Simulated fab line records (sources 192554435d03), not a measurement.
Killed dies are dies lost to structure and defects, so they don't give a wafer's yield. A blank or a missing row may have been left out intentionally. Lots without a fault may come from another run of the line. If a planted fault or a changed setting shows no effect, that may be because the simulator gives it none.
Split-lot study	flow n5-finfet	route with 1938 steps; 7 lots, 21 wafers read

THE SPLIT ITSELF
At N5_MIM_TOP_LITHO_EXPOSE_05 (exposes mask MIM TOP, target cd 2000 nm), the setting dose-mj was moved away from the recipe's 20.5 on 6 of the 21 wafers read, by +3.9% to +6.8%. All remaining wafers had this setting at the recipe value.

FROM THE SPLIT TO THE READING: what the file shows between them, 3 steps
- N5_MIM_TOP_LITHO_PEB_06
- N5_MIM_TOP_LITHO_DEVELOP_07: develop time 60 s
- N5_MIM_TOP_LITHO_HARDBAKE_09: time 120 s

THE READING
cd-nm (nm) at N5_MIM_TOP_LITHO_CD_MEAS_08, where the cd target is 2000 nm. On this fab line, fault-free wafers typically give 1998.8 nm with a standard deviation of 1.7 nm.

wafer	tool, chamber at the split	dose-mj as run	against the recipe	cd-nm, nm	against lot-mates on the recipe
L080.4	krf-scanner-02, 0	20.5	recipe	1999.2	-
L080.5	krf-scanner-02, 0	20.5	recipe	2000.4	-
L080.6	krf-scanner-02, 0	20.5	recipe	1999.8	-
L084.2	krf-scanner-01, 0	20.5	recipe	2001.2	-
L084.4	krf-scanner-01, 0	21.3	+3.9%	1992.1	-9.1
L084.5	krf-scanner-01, 0	21.3	+3.9%	1992.4	-8.8
L086.1	krf-scanner-02, 0	20.5	recipe	1999.6	-
L086.2	krf-scanner-02, 0	20.5	recipe	1998.6	-
L086.3	krf-scanner-02, 0	20.5	recipe	1999.5	-
L092.2	krf-scanner-02, 0	20.5	recipe	1999.4	-
L092.4	krf-scanner-02, 0	20.5	recipe	2000.3	-
L092.5	krf-scanner-02, 0	20.5	recipe	1998.6	-
L093.3	krf-scanner-01, 0	20.5	recipe	1996.7	-
L093.4	krf-scanner-01, 0	20.5	recipe	1996.2	-
L093.6	krf-scanner-01, 0	20.5	recipe	1996.5	-
L094.1	krf-scanner-02, 0	20.5	recipe	1997.8	-
L094.5	krf-scanner-02, 0	21.89	+6.8%	1985.0	-12.8
L094.6	krf-scanner-02, 0	21.89	+6.8%	1986.4	-11.4
L097.2	krf-scanner-02, 0	21.34	+4.1%	1993.1	-8.7
L097.4	krf-scanner-02, 0	20.5	recipe	2001.8	-
L097.6	krf-scanner-02, 0	21.34	+4.1%	1991.6	-10.2

THE FIT
A straight line over all 21 wafers: cd-nm changes by -1.86 nm for each +1% of dose-mj; r = -0.95; the points scatter about the line by 1.5 nm.
The same after taking each lot's own level away (the mean of its wafers on the recipe; 21 wafers): -1.97 nm for each +1%; r = -0.98; scatter 0.88 nm.
The reading moves by 13 nm for the largest change in dose-mj, on that fit.
Measured against the standard deviation above, the lots' own levels, which go from 1996.47 to 2001.80 nm, span 3.1 times it.
Hence the lot-to-lot level has little effect on the slope; both slopes agree.
Check: -13.8 nm against its lot-mates is what the line predicts for one of the wafers moved furthest among these (+6.8%) when that wafer is left out of the fit. It came out at -12.8 nm against them.

ADDITIONAL SPLITS CARRIED BY THESE WAFERS
Before the reading, these wafers also passed through other splits. Each is held against what the fit with the lots' levels taken away leaves over:
other split on the same wafers	wafers away from the commonest value	r with cd-nm (lot level and that fit taken away)
N5_BEOL_M10_TRENCH_ETCH_37 bias-w	5	-0.02
N5_BEOL_M10_ETCH_41 source-w	8	+0.44
N5_BEOL_M11_EXPOSE_25 dose-mj	6	+0.31
N5_BEOL_M11_VIA_ETCH_34 time-s	9	-0.11
N5_BEOL_M12_ILD_DEP_00 time-s	9	+0.06
N5_BEOL_M12_SPUTTER_44 time-s	9	+0.08
N5_BEOL_M14_SPUTTER_43 power-w	8	-0.29
N5_BEOL_M14_SPUTTER_44 power-w	4	-0.18
N5_BEOL_M15_SPUTTER_44 time-s	7	-0.46
N5_MIM_TOP_SPUTTER_03 time-s	8	+0.12

THE WHOLE CHAIN: every reading that the file lists as answering this split, in the file's order
step	what it does	reading	change (the file's fit)	r (the file's)
N5_MIM_TOP_LITHO_CD_MEAS_08	target cd 2000 nm	cd-nm	-2 nm for each +1% of the setting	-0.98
N5_MIM_TOP_LITHO_DESCUM_10	chemistry O2, time 7.9 s	MIM_TOP_LITHO.cd-nm (the simulator's own value, which no gauge read)	-2 nm for each +1% of the setting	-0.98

THE FILE'S OWN FIT
cd-nm changes by -2 nm for each +1% of dose-mj, r = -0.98.
